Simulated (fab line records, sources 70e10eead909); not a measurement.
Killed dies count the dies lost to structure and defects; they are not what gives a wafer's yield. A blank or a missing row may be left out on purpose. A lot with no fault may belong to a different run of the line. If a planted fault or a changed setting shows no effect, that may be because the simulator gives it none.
The tool behind it: which one? / flow nand harc / 36 wafers sampled from 12 lots at 1 step of a route of 1302

WHAT THE GAUGES READ, wafer by wafer
NHARC_A_ONON_D1_THK_MEAS_24: measures by ellipsometry.
lot=L075; measured=day 8 16:02; on=film metro-01; thk nm (nm)=985 985 983
lot=L077; measured=day 9 15:50; on=film metro-01; thk nm (nm)=998 1000 1001
lot=L079; measured=day 10 19:56; on=film metro-01; thk nm (nm)=1000 999 1000
lot=L081; measured=day 11 11:08; on=film metro-02; thk nm (nm)=1002 1000 1002
lot=L083; measured=day 12 06:16; on=film metro-01; thk nm (nm)=1004 1005 1004
lot=L085; measured=day 13 06:50; on=film metro-02; thk nm (nm)=984 983 984
lot=L088; measured=day 14 03:57; on=film metro-02; thk nm (nm)=1017 1018 1016
lot=L090; measured=day 14 18:42; on=film metro-02; thk nm (nm)=996 995 995
lot=L091; measured=day 15 11:47; on=film metro-02; thk nm (nm)=1000 999 999
lot=L092; measured=day 15 22:09; on=film metro-01; thk nm (nm)=996 997 995
lot=L095; measured=day 16 16:12; on=film metro-01; thk nm (nm)=1010 1009 1009
lot=L097; measured=day 17 18:10; on=film metro-01; thk nm (nm)=1017 1016 1015

WHICH TOOL RAN EACH LOT (tool, then ch and the chambers of the sampled wafers, then the start)
The record shows no process step preceding these readings.

THE ANSWER, worked out from the rows above alone
Rule: the lots themselves supply what counts as usual. The widest of any qualifying gaps counts: lots, ordered by their means at a reading, are off when they make up no more than a third of the lots, leave a main group of 4 or more, and stand apart from it by 3 or more times the standard deviation of that group's means. The tables above print the reading to a certain number of digits; a main group whose means all agree to those digits is not used. Also off: a lot with no number at a reading for which 4 or more lots have one. All remaining lots with rows at the step are treated as sound.
Across all readings shown, no lot is off: no conclusion can be drawn from this.

WHAT THE SIMULATOR HAD INSERTED
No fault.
